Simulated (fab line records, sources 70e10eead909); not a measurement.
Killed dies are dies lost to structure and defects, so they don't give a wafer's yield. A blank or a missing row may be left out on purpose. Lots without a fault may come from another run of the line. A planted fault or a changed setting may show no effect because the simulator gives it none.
Chamber matching | flow nand_harc | NHARC_P_M1_CMP_23 on cmp-04: 4 sister chambers
The step polishes, t overpolish 20 s, target thk 157.82 nm. 8 wafers are shown with their chamber, then 9 later ones without.

WAFERS WITH THEIR CHAMBER
wafer  | chamber | motor_current_A (A) | time_to_endpoint_s (s)
L085.1 | 2       | 12.7                | 27
L085.4 | 0       | 10.4                | 26
L086.1 | 3       | 13.5                | 30
L086.3 | 0       | 10.6                | 27
L086.4 | 2       | 12.5                | 27
L090.2 | 1       | 13.6                | 34
L090.3 | 3       | 13.3                | 30
L090.6 | 1       | 12.5                | 35

WAFERS WITHOUT THEIR CHAMBER
wafer  | motor_current_A (A) | time_to_endpoint_s (s)
L094.1 | 12.9                | 25
L094.3 | 14.1                | 26
L094.4 | 10.5                | 24
L096.2 | 10.9                | 29
L096.3 | 13.2                | 28
L096.4 | 14.0                | 31
L097.1 | 13.2                | 28
L097.2 | 12.9                | 25
L097.5 | 13.6                | 29

WHICH CHAMBER EACH WENT THROUGH
wafer  | from the rows above          | in truth
L094.1 | 2                            | 2
L094.3 | 2                            | 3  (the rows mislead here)
L094.4 | 0                            | 0
L096.2 | can't be placed: 0 or 2 or 3 | 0
L096.3 | can't be placed: 2 or 3      | 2
L096.4 | 3                            | 3
L097.1 | can't be placed: 2 or 3      | 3
L097.2 | 2                            | 2
L097.5 | 3                            | 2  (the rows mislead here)
Placed correctly: 4 of 9. Can't be placed from these rows: 3 (the true chamber is among the candidates in 3). Placed wrongly: 2.
How it was worked out, from the rows above alone: a wafer's distance from a chamber is the root of the sum, over the readings, of the square of ((its reading less the chamber's mean) divided by the reading's scatter). The wafer belongs to the nearest chamber; if the next one is less than 2 further off, it can't be placed. A chamber's mean is the mean of its shown wafers. The scatter: the root of (the sum of the squares of (reading less its chamber's mean) over the shown wafers, divided by (wafers less chambers)).
